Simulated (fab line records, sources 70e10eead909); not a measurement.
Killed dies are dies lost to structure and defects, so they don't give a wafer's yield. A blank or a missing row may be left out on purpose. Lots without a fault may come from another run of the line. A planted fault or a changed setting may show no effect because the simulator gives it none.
Which tool did it? | flow nand_harc | 24 lots, 72 wafers sampled, at 6 steps of a route of 1159

WHAT THE GAUGES READ, wafer by wafer
The record holds no reading of a measuring or inspecting step that can be judged against a usual standard deviation.

WHICH TOOL RAN EACH LOT (tool, then ch and the chambers of the sampled wafers, then the start)
lot  | NHARC_A_CONTACT_ETCH_132             | NHARC_A_CONTACT_CVD_19                   | NHARC_A_BLC_STRIP_21               | NHARC_A_BLC_PVD_32                      | NHARC_A_M0_STRIP_18                | NHARC_A_M1_ETCH_15
L075 | har_cap_etch-02 ch 0,1, day 16 18:50 | cvd_w-01 ch 0,1, day 17 13:41 or earlier | rie_diel-05 ch 1,2,3, day 17 13:41 | pvd_sputter-01, day 18 00:22 or earlier | rie_diel-08 ch 0,1,3, day 18 00:22 | rie_diel-10 ch 0,1, no start
L076 | har_cap_etch-01 ch 0,1, day 16 19:24 | cvd_w-01 ch 0,1, day 17 14:22 or earlier | rie_diel-06 ch 0,3, day 17 14:22   | pvd_sputter-01, day 18 00:36 or earlier | rie_diel-04 ch 1,2,3, day 18 00:36 | rie_diel-10 ch 1,2, no start
L074 | har_cap_etch-02 ch 0,1, day 17 04:23 | cvd_w-02 ch 0,1, day 18 00:11 or earlier | rie_diel-06 ch 1,3, day 18 00:11   | pvd_sputter-01, day 18 04:20 or earlier | rie_diel-08 ch 1,2, day 18 04:20   | rie_diel-10 ch 0,1,3, no start
L079 | har_cap_etch-02 ch 0,1, day 17 20:26 | cvd_w-02 ch 0,1, day 18 09:32 or earlier | rie_diel-11 ch 0,1,2, day 18 09:32 | pvd_sputter-01, day 18 14:58 or earlier | rie_diel-01 ch 0,2,3, day 18 14:58 | rie_diel-07 ch 0,1,3, no start
L080 | har_cap_etch-01 ch 0,1, day 18 01:16 | cvd_w-02 ch 0,1, day 18 15:17 or earlier | rie_diel-11 ch 0,3, day 18 15:17   | pvd_sputter-03, day 18 18:59 or earlier | rie_diel-01 ch 2,3, day 18 18:59   | rie_diel-12 ch 0,1, no start
L077 | har_cap_etch-01 ch 0,1, day 18 06:08 | cvd_w-01 ch 0,1, day 18 20:49 or earlier | rie_diel-11 ch 1,2, day 18 20:49   | pvd_sputter-01, day 19 04:46 or earlier | rie_diel-01 ch 1,2,3, day 19 04:46 | rie_diel-10 ch 0,1, no start
L078 | har_cap_etch-01 ch 0,1, day 18 15:38 | cvd_w-02 ch 0,1, day 19 05:50 or earlier | rie_diel-11 ch 0,2,3, day 19 05:50 | pvd_sputter-02, day 19 09:05 or earlier | rie_diel-04 ch 1,2,3, day 19 09:05 | rie_diel-12 ch 1,2,3, no start
L081 | har_cap_etch-02 ch 0,1, day 18 17:19 | cvd_w-01 ch 0,1, day 19 08:08 or earlier | rie_diel-05 ch 0,2,3, day 19 08:08 | pvd_sputter-03, day 19 11:26 or earlier | rie_diel-04 ch 0,1,2, day 19 11:26 | rie_diel-10 ch 0,2, no start
L083 | har_cap_etch-02 ch 1, day 19 05:38   | cvd_w-01 ch 0,1, day 19 17:43 or earlier | rie_diel-05 ch 1,3, day 19 17:43   | pvd_sputter-03, day 19 21:50 or earlier | rie_diel-08 ch 0,1, day 19 21:50   | rie_diel-07 ch 0,2,3, no start
L082 | har_cap_etch-01 ch 0,1, day 19 06:22 | cvd_w-02 ch 0,1, day 19 18:40 or earlier | rie_diel-05 ch 0,2,3, day 19 18:40 | pvd_sputter-03, day 20 02:13 or earlier | rie_diel-01 ch 0,1,3, day 20 02:13 | rie_diel-10 ch 1,2,3, no start
L084 | har_cap_etch-02 ch 0, day 19 11:10   | cvd_w-02 ch 0,1, day 20 03:34 or earlier | rie_diel-06 ch 0,2, day 20 03:34   | pvd_sputter-02, day 20 11:42 or earlier | rie_diel-01 ch 2,3, day 20 11:42   | rie_diel-10 ch 1,2,3, no start
L085 | har_cap_etch-02 ch 0,1, day 19 19:16 | cvd_w-02 ch 1, day 20 11:49 or earlier   | rie_diel-11 ch 0,1, day 20 11:49   | pvd_sputter-02, day 20 15:46 or earlier | rie_diel-01 ch 0,1,2, day 20 15:46 | rie_diel-10 ch 0,1,3, no start
L088 | har_cap_etch-01 ch 0,1, day 19 19:34 | cvd_w-01 ch 0,1, day 20 11:36 or earlier | rie_diel-06 ch 0,3, day 20 11:36   | pvd_sputter-03, day 20 15:38 or earlier | rie_diel-08 ch 0,1,3, day 20 15:38 | rie_diel-07 ch 0,1,2, no start
L086 | har_cap_etch-03 ch 0,1, day 20 07:03 | cvd_w-01 ch 1, day 20 21:24 or earlier   | rie_diel-06 ch 0,1,3, day 20 21:24 | pvd_sputter-03, day 21 03:07 or earlier | rie_diel-04 ch 1,2,3, day 21 03:07 | rie_diel-07 ch 1,3, no start
L090 | har_cap_etch-03 ch 0,1, day 20 16:58 | cvd_w-02 ch 0, day 21 12:03 or earlier   | rie_diel-06 ch 0,1,2, day 21 12:03 | pvd_sputter-02, day 22 04:04 or earlier | rie_diel-01 ch 1,2,3, day 22 04:04 | rie_diel-12 ch 0,1,2, no start
L087 | har_cap_etch-02 ch 0,1, day 20 17:47 | cvd_w-02 ch 0, day 21 13:40 or earlier   | rie_diel-05 ch 0,1,3, day 21 13:40 | pvd_sputter-03, day 22 04:31 or earlier | rie_diel-08 ch 1,2,3, day 22 04:31 | rie_diel-12 ch 0,2,3, no start
L089 | har_cap_etch-01 ch 0,1, day 20 19:21 | cvd_w-01 ch 0,1, day 21 21:54 or earlier | rie_diel-06 ch 2,3, day 21 21:54   | pvd_sputter-03, day 22 05:40 or earlier | rie_diel-04 ch 0,1,2, day 22 05:40 | rie_diel-07 ch 0,2,3, no start
L091 | har_cap_etch-03 ch 0,1, day 20 23:43 | cvd_w-02 ch 0, day 22 05:05 or earlier   | rie_diel-05 ch 1,2,3, day 22 05:05 | pvd_sputter-03, day 22 08:43 or earlier | rie_diel-04 ch 0,1,2, day 22 08:43 | rie_diel-12 ch 0,3, no start
L093 | har_cap_etch-01 ch 0,1, day 21 15:33 | cvd_w-01 ch 0,1, day 22 06:13 or earlier | rie_diel-06 ch 0,1, day 22 06:13   | pvd_sputter-01, day 22 09:38 or earlier | rie_diel-08 ch 1,2,3, day 22 09:38 | rie_diel-07 ch 0,2,3, no start
L094 | har_cap_etch-03 ch 0,1, day 21 17:30 | cvd_w-02 ch 0,1, day 22 06:50 or earlier | rie_diel-05 ch 0,2, day 22 06:50   | pvd_sputter-02, day 22 10:04 or earlier | rie_diel-08 ch 0,3, day 22 10:04   | rie_diel-07 ch 1,2, no start
L092 | har_cap_etch-01 ch 0,1, day 21 18:52 | cvd_w-02 ch 0,1, day 22 07:26 or earlier | rie_diel-05 ch 0,1,2, day 22 07:26 | pvd_sputter-02, day 22 10:53 or earlier | rie_diel-08 ch 1,2,3, day 22 10:53 | rie_diel-07 ch 0,1,2, no start
L095 | har_cap_etch-03 ch 0,1, day 22 00:48 | cvd_w-01 ch 0,1, day 22 11:46 or earlier | rie_diel-05 ch 0,1,2, day 22 11:46 | pvd_sputter-02, day 22 15:32 or earlier | rie_diel-08 ch 0,1,3, day 22 15:32 | rie_diel-10 ch 0,1,2, no start
L096 | har_cap_etch-01 ch 0,1, day 22 09:34 | cvd_w-02 ch 0,1, day 23 00:17 or earlier | rie_diel-06 ch 0,1,2, day 23 00:17 | pvd_sputter-03, day 23 07:34 or earlier | rie_diel-04 ch 1,2,3, day 23 07:34 | rie_diel-10 ch 0,1,2, no start
L097 | har_cap_etch-01 ch 0,1, day 22 23:39 | cvd_w-02 ch 0,1, day 23 10:35 or earlier | rie_diel-05 ch 0,1,2, day 23 10:35 | pvd_sputter-01, day 23 13:55 or earlier | rie_diel-08 ch 0,1,2, day 23 13:55 | rie_diel-07 ch 1,2,3, no start
- NHARC_A_CONTACT_ETCH_132: etches the open film in C4F8/O2/Ar, time 156 s, target depth 958 nm.
- NHARC_A_CONTACT_CVD_19: deposits W, target thk 300 nm, time 802 s.
- NHARC_A_BLC_STRIP_21: strips in O2.
- NHARC_A_BLC_PVD_32: deposits Ti, target thk 5 nm, time 17.7 s.
- NHARC_A_M0_STRIP_18: strips in N2/H2.
- NHARC_A_M1_ETCH_15: etches the open film in C4F8/Ar, target depth 182.5 nm, time 91.2 s.

WHAT THE TOOLS THEMSELVES READ (means of the sampled wafers that have a number; where no wafer has one, the mark that the record gives instead)
NHARC_A_CONTACT_CVD_19. Usual: heater_power_w 440 W, standard deviation 35; mfc_ar_sccm 1560 sccm, standard deviation 4.6; throttle_valve_pct 7.8 %, standard deviation 0.35.
lot  | tool     | heater_power_w (W) | mfc_ar_sccm (sccm) | throttle_valve_pct (%) | flag
L075 | cvd_w-01 | 443                | 1563               | 7.9                    |
L076 | cvd_w-01 | 430                | 1559               | 8.1                    |
L074 | cvd_w-02 | 462                | 1559               | 7.7                    |
L079 | cvd_w-02 | 463                | 1568               | 7.6                    |
L080 | cvd_w-02 | 463                | 1558               | 7.3                    |
L077 | cvd_w-01 | 433                | 1554               | 8.2                    |
L078 | cvd_w-02 | 465                | 1561               | 7.5                    |
L081 | cvd_w-01 | 428                | 1561               | 8.0                    |
L083 | cvd_w-01 | 433                | 1560               | 8.2                    |
L082 | cvd_w-02 | 428                | 1564               | 7.9                    |
L084 | cvd_w-02 | 466                | 1557               | 7.6                    |
L085 | cvd_w-02 | 495                | 1555               | 7.3                    |
L088 | cvd_w-01 | 447                | 1559               | 7.9                    |
L086 | cvd_w-01 | 425                | 1557               | 8.3                    |
L090 | cvd_w-02 | 406                | 1561               | 8.3                    |
L087 | cvd_w-02 | 411                | 1562               | 8.1                    |
L089 | cvd_w-01 | 428                | 1565               | 7.7                    |
L091 | cvd_w-02 | 402                | 1564               | 8.1                    |
L093 | cvd_w-01 | 435                | 1561               | 7.7                    |
L094 | cvd_w-02 | 441                | 1558               | 7.8                    |
L092 | cvd_w-02 | 442                | 1563               | 7.7                    |
L095 | cvd_w-01 | 416                | 1563               | 8.0                    |
L096 | cvd_w-02 | 462                | 1557               | 7.6                    |
L097 | cvd_w-02 | 439                | 1560               | 8.0                    |

NHARC_A_BLC_STRIP_21. Usual: drypump_motor_current_A 5.8 A, standard deviation 0.69; mfc_ar_sccm 0.006 sccm, standard deviation 0.011; oes_product_au 1.001 a.u., standard deviation 0.0085; rf_vpp_V 57.9 V, standard deviation 0.95; showerhead_plenum_p_Torr 3.53 Torr, standard deviation 0.13; throttle_valve_pct 17.036 %, standard deviation 0.0086.
lot  | tool        | drypump_motor_current_A (A) | mfc_ar_sccm (sccm) | oes_product_au (a.u.) | rf_vpp_V (V) | showerhead_plenum_p_Torr (Torr) | throttle_valve_pct (%) | flag
L075 | rie_diel-05 | 5.9                         | 0.015              | 0.999                 | 57.3         | 3.51                            | 17.045                 |
L076 | rie_diel-06 | 6.5                         | 0.000              | 0.984                 | 58.6         | 3.64                            | 17.030                 |
L074 | rie_diel-06 | 6.4                         | 0.001              | 0.998                 | 57.8         | 3.54                            | 17.033                 |
L079 | rie_diel-11 | 5.8                         | 0.000              | 1.006                 | 57.4         | 3.58                            | 17.036                 |
L080 | rie_diel-11 | 5.9                         | 0.004              | 1.016                 | 58.8         | 3.54                            | 17.043                 |
L077 | rie_diel-11 | 5.7                         | 0.000              | 1.006                 | 57.6         | 3.58                            | 17.039                 |
L078 | rie_diel-11 | 5.7                         | 0.004              | 1.011                 | 58.3         | 3.58                            | 17.027                 |
L081 | rie_diel-05 | 5.3                         | 0.004              | 1.002                 | 57.5         | 3.41                            | 17.035                 |
L083 | rie_diel-05 | 6.4                         | 0.019              | 1.003                 | 57.0         | 3.56                            | 17.041                 |
L082 | rie_diel-05 | 5.3                         | 0.004              | 1.009                 | 58.4         | 3.41                            | 17.043                 |
L084 | rie_diel-06 | 5.9                         | 0.000              | 0.998                 | 57.9         | 3.67                            | 17.035                 |
L085 | rie_diel-11 | 5.9                         | 0.000              | 1.004                 | 57.6         | 3.53                            | 17.038                 |
L088 | rie_diel-06 | 6.5                         | 0.000              | 1.001                 | 58.0         | 3.64                            | 17.033                 |
L086 | rie_diel-06 | 6.4                         | 0.001              | 0.992                 | 58.5         | 3.55                            | 17.037                 |
L090 | rie_diel-06 | 6.2                         | 0.001              | 0.997                 | 58.0         | 3.56                            | 17.030                 |
L087 | rie_diel-05 | 5.9                         | 0.015              | 1.005                 | 58.3         | 3.50                            | 17.032                 |
L089 | rie_diel-06 | 6.1                         | 0.000              | 1.005                 | 57.2         | 3.64                            | 17.039                 |
L091 | rie_diel-05 | 5.8                         | 0.015              | 0.999                 | 57.3         | 3.50                            | 17.032                 |
L093 | rie_diel-06 | 6.5                         | 0.001              | 0.994                 | 58.8         | 3.55                            | 17.037                 |
L094 | rie_diel-05 | 4.7                         | 0.000              | 1.006                 | 58.4         | 3.34                            | 17.037                 |
L092 | rie_diel-05 | 5.3                         | 0.012              | 1.002                 | 57.7         | 3.44                            | 17.028                 |
L095 | rie_diel-05 | 5.3                         | 0.012              | 1.011                 | 56.9         | 3.44                            | 17.042                 |
L096 | rie_diel-06 | 6.1                         | 0.001              | 1.002                 | 58.7         | 3.56                            | 17.038                 |
L097 | rie_diel-05 | 5.3                         | 0.012              | 0.995                 | 57.9         | 3.44                            | 17.036                 |

NHARC_A_BLC_PVD_32. Usual: throttle_valve_pct 30.1 %, standard deviation 0.81.
lot  | tool           | throttle_valve_pct (%) | flag
L075 | pvd_sputter-01 | 30.4                   |
L076 | pvd_sputter-01 | 29.6                   |
L074 | pvd_sputter-01 | 30.5                   |
L079 | pvd_sputter-01 | 30.6                   |
L080 | pvd_sputter-03 | 29.7                   |
L077 | pvd_sputter-01 | 29.4                   |
L078 | pvd_sputter-02 | 29.9                   |
L081 | pvd_sputter-03 | 30.2                   |
L083 | pvd_sputter-03 | 30.2                   |
L082 | pvd_sputter-03 | 30.0                   |
L084 | pvd_sputter-02 | 29.7                   |
L085 | pvd_sputter-02 | 30.2                   |
L088 | pvd_sputter-03 | 30.8                   |
L086 | pvd_sputter-03 | 30.5                   |
L090 | pvd_sputter-02 | 29.6                   |
L087 | pvd_sputter-03 | 30.2                   |
L089 | pvd_sputter-03 | 30.4                   |
L091 | pvd_sputter-03 | 30.4                   |
L093 | pvd_sputter-01 | 29.7                   |
L094 | pvd_sputter-02 | 30.4                   |
L092 | pvd_sputter-02 | 29.8                   |
L095 | pvd_sputter-02 | 29.7                   |
L096 | pvd_sputter-03 | 30.8                   |
L097 | pvd_sputter-01 | 29.6                   |

NHARC_A_M0_STRIP_18. Usual: drypump_motor_current_A 5.8 A, standard deviation 0.48; mfc_ar_sccm 0.011 sccm, standard deviation 0.013; oes_product_au 1.001 a.u., standard deviation 0.011; rf_vpp_V 90.4 V, standard deviation 1; showerhead_plenum_p_Torr 1.99 Torr, standard deviation 0.089; throttle_valve_pct 14.172 %, standard deviation 0.0094.
lot  | tool        | drypump_motor_current_A (A) | mfc_ar_sccm (sccm) | oes_product_au (a.u.) | rf_vpp_V (V) | showerhead_plenum_p_Torr (Torr) | throttle_valve_pct (%) | flag
L075 | rie_diel-08 | 6.0                         | 0.004              | 0.996                 | 90.6         | 1.99                            | 14.172                 |
L076 | rie_diel-04 | 5.8                         | 0.012              | 1.004                 | 91.0         | 2.03                            | 14.174                 |
L074 | rie_diel-08 | 5.8                         | 0.009              | 0.993                 | 89.5         | 1.92                            | 14.169                 |
L079 | rie_diel-01 | 6.0                         | 0.029              | 1.016                 | 90.3         | 1.95                            | 14.168                 |
L080 | rie_diel-01 | 6.0                         | 0.029              | 1.019                 | 90.5         | 1.96                            | 14.180                 |
L077 | rie_diel-01 | 5.5                         | 0.024              | 1.007                 | 89.8         | 2.03                            | 14.180                 |
L078 | rie_diel-04 | 5.8                         | 0.012              | 1.002                 | 89.7         | 2.03                            | 14.161                 |
L081 | rie_diel-04 | 5.9                         | 0.012              | 1.000                 | 89.4         | 1.94                            | 14.174                 |
L083 | rie_diel-08 | 6.2                         | 0.004              | 0.993                 | 91.0         | 1.98                            | 14.173                 |
L082 | rie_diel-01 | 5.6                         | 0.024              | 1.020                 | 91.2         | 2.02                            | 14.177                 |
L084 | rie_diel-01 | 5.9                         | 0.029              | 1.017                 | 90.5         | 1.95                            | 14.184                 |
L085 | rie_diel-01 | 5.6                         | 0.023              | 1.009                 | 90.1         | 2.00                            | 14.176                 |
L088 | rie_diel-08 | 5.9                         | 0.004              | 0.993                 | 91.0         | 1.99                            | 14.169                 |
L086 | rie_diel-04 | 5.8                         | 0.012              | 0.991                 | 90.5         | 2.03                            | 14.168                 |
L090 | rie_diel-01 | 5.5                         | 0.024              | 1.010                 | 90.4         | 2.03                            | 14.166                 |
L087 | rie_diel-08 | 5.6                         | 0.004              | 0.993                 | 90.6         | 1.97                            | 14.171                 |
L089 | rie_diel-04 | 5.9                         | 0.012              | 0.992                 | 89.9         | 1.94                            | 14.175                 |
L091 | rie_diel-04 | 5.9                         | 0.012              | 0.994                 | 89.3         | 1.94                            | 14.171                 |
L093 | rie_diel-08 | 5.7                         | 0.004              | 1.000                 | 91.1         | 1.97                            | 14.163                 |
L094 | rie_diel-08 | 5.9                         | 0.000              | 0.990                 | 90.8         | 2.03                            | 14.172                 |
L092 | rie_diel-08 | 5.6                         | 0.004              | 1.002                 | 90.6         | 1.97                            | 14.168                 |
L095 | rie_diel-08 | 6.0                         | 0.004              | 0.992                 | 89.8         | 1.98                            | 14.179                 |
L096 | rie_diel-04 | 5.8                         | 0.012              | 0.999                 | 90.8         | 2.03                            | 14.169                 |
L097 | rie_diel-08 | 5.9                         | 0.004              | 1.002                 | 90.3         | 1.96                            | 14.179                 |

NHARC_A_M1_ETCH_15. Usual: oes_product_au 0.954 a.u., standard deviation 0.022; rf_vpp_V 441.0 V, standard deviation 2.9.
lot  | tool        | oes_product_au (a.u.) | rf_vpp_V (V) | flag
L075 | rie_diel-10 | 0.924                 | 438.0        |
L076 | rie_diel-10 | 0.945                 | 440.8        |
L074 | rie_diel-10 | 0.967                 | 439.4        |
L079 | rie_diel-07 | 0.963                 | 440.3        |
L080 | rie_diel-12 | 0.972                 | 444.4        |
L077 | rie_diel-10 | 0.915                 | 439.0        |
L078 | rie_diel-12 | 0.963                 | 442.3        |
L081 | rie_diel-10 | 0.965                 | 439.3        |
L083 | rie_diel-07 | 0.969                 | 440.1        |
L082 | rie_diel-10 | 0.951                 | 442.2        |
L084 | rie_diel-10 | 0.929                 | 442.0        |
L085 | rie_diel-10 | 0.970                 | 439.7        |
L088 | rie_diel-07 | 0.966                 | 441.8        |
L086 | rie_diel-07 | 0.929                 | 438.7        |
L090 | rie_diel-12 | 0.923                 | 445.0        |
L087 | rie_diel-12 | 0.924                 | 443.7        |
L089 | rie_diel-07 | 0.945                 | 440.5        |
L091 | rie_diel-12 | 0.973                 | 440.3        |
L093 | rie_diel-07 | 0.969                 | 441.0        |
L094 | rie_diel-07 | 0.982                 | 441.3        |
L092 | rie_diel-07 | 0.969                 | 442.9        |
L095 | rie_diel-10 | 0.968                 | 439.6        |
L096 | rie_diel-10 | 0.960                 | 440.0        |
L097 | rie_diel-07 | 0.929                 | 439.1        |

THE ANSWER, worked out from the rows above alone
Rule: a lot is off if the mean of its wafers that have a number lies more than 3 standard deviations from the usual mean. A lot without any number at a reading at which 4 lots or more have one is off too. The other lots that the step has rows for count as sound. The gauges are gone through in route order, then the tools' own readings, and for those a lot's mean is taken as printed above. The first step at which some lot is off is used, and at that step the reading that is off furthest; a lot without a number counts as furthest.
No lot is off at any reading shown: from this, nothing can be told.

WHAT THE SIMULATOR HAD PUT IN
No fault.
